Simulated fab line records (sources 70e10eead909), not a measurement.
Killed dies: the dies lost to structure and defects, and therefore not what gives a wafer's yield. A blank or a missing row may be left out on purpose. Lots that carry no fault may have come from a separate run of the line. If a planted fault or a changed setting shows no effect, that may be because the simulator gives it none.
The same fault as seen by 2 desks || flow nand_harc || every desk sees just its own numbers, and what lay behind them comes last

THE DEFECT DESK
Inspection counts along the route, by lot: the mean over sampled wafers that carry a number. A lot is out of limits, marked OUT, if its mean lies more than 4 standard deviations from the usual mean; the brackets give that distance.
Columns: A = raw_defect_count at NHARC_A_START_INSPECT_01, usual 3.4
{"lot": "L547", "first seen here": "day 6 17:41", "A": 1.0}
{"lot": "L548", "first seen here": "day 7 01:19", "A": 3.0}
{"lot": "L549", "first seen here": "day 7 18:08", "A": 3.3}
{"lot": "L550", "first seen here": "day 7 22:29", "A": 1.7}
{"lot": "L551", "first seen here": "day 8 14:54", "A": 2.3}
{"lot": "L553", "first seen here": "day 9 00:52", "A": 4.0}
{"lot": "L556", "first seen here": "day 10 16:50", "A": 3.7}
{"lot": "L557", "first seen here": "day 10 21:01", "A": 2.7}
{"lot": "L558", "first seen here": "day 11 03:55", "A": 4.0}
{"lot": "L564", "first seen here": "day 13 16:49", "A": 5.0}
{"lot": "L565", "first seen here": "day 14 01:43", "A": 3.0}
{"lot": "L569", "first seen here": "day 16 00:03", "A": 2.0}
{"lot": "L570", "first seen here": "day 16 03:54", "A": 3.7}
This desk's verdict: no lot among the 13 shows anything out of limits.

AT THE METROLOGY DESK
Means of the sampled wafers that have a number, per lot and without regard to the tool the lot ran on: this is what the gauges read. A lot is out of limits, marked OUT, if its mean lies more than 4 standard deviations from the usual mean; the brackets give that distance.
Columns: A = thk_nm at NHARC_A_ONON_D1_THK_MEAS_18, usual 997 nm
{"lot": "L547", "first seen here": "day 8 03:13", "A": 1009}
{"lot": "L548", "first seen here": "day 8 14:55", "A": 1002}
{"lot": "L549", "first seen here": "day 9 07:09", "A": 993}
{"lot": "L550", "first seen here": "day 9 07:10", "A": 1000}
{"lot": "L551", "first seen here": "day 9 23:31", "A": 992}
{"lot": "L553", "first seen here": "day 10 10:19", "A": 1001}
{"lot": "L556", "first seen here": "day 12 07:26", "A": 1003}
{"lot": "L557", "first seen here": "day 12 07:29", "A": 1000}
{"lot": "L558", "first seen here": "day 12 15:08", "A": 1025}
{"lot": "L564", "first seen here": "day 15 01:59", "A": "1171 (+14) OUT"}
{"lot": "L565", "first seen here": "day 15 13:32", "A": "1177 (+15) OUT"}
{"lot": "L569", "first seen here": "day 17 10:02", "A": 986}
{"lot": "L570", "first seen here": "day 17 16:40", "A": 995}
Finding of this desk: L564, L565 out of limits; the first was L564 at day 15 01:59, on thk_nm at NHARC_A_ONON_D1_THK_MEAS_18. Within limits: L547, L548, L549, L550, L551, L553, L556, L557, L558, L569, L570.

BROUGHT TOGETHER
On L564, L565, the metrology desk was in a position to raise an alarm at day 15 01:59.
No out-of-limits result turned up at the defect desk.
The defect desk has L564, L565 on record, within its limits.
Of the lots named, all ran NHARC_A_ONON_D1_DEP_16 on pecvd_onon-04.

WHAT THE SIMULATOR HAD PUT IN
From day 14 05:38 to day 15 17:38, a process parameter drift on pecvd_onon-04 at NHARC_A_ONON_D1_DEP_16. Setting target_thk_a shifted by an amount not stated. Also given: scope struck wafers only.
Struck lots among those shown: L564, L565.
Hours from the fault's start to each desk's first reading out of limits: the metrology desk, 20.
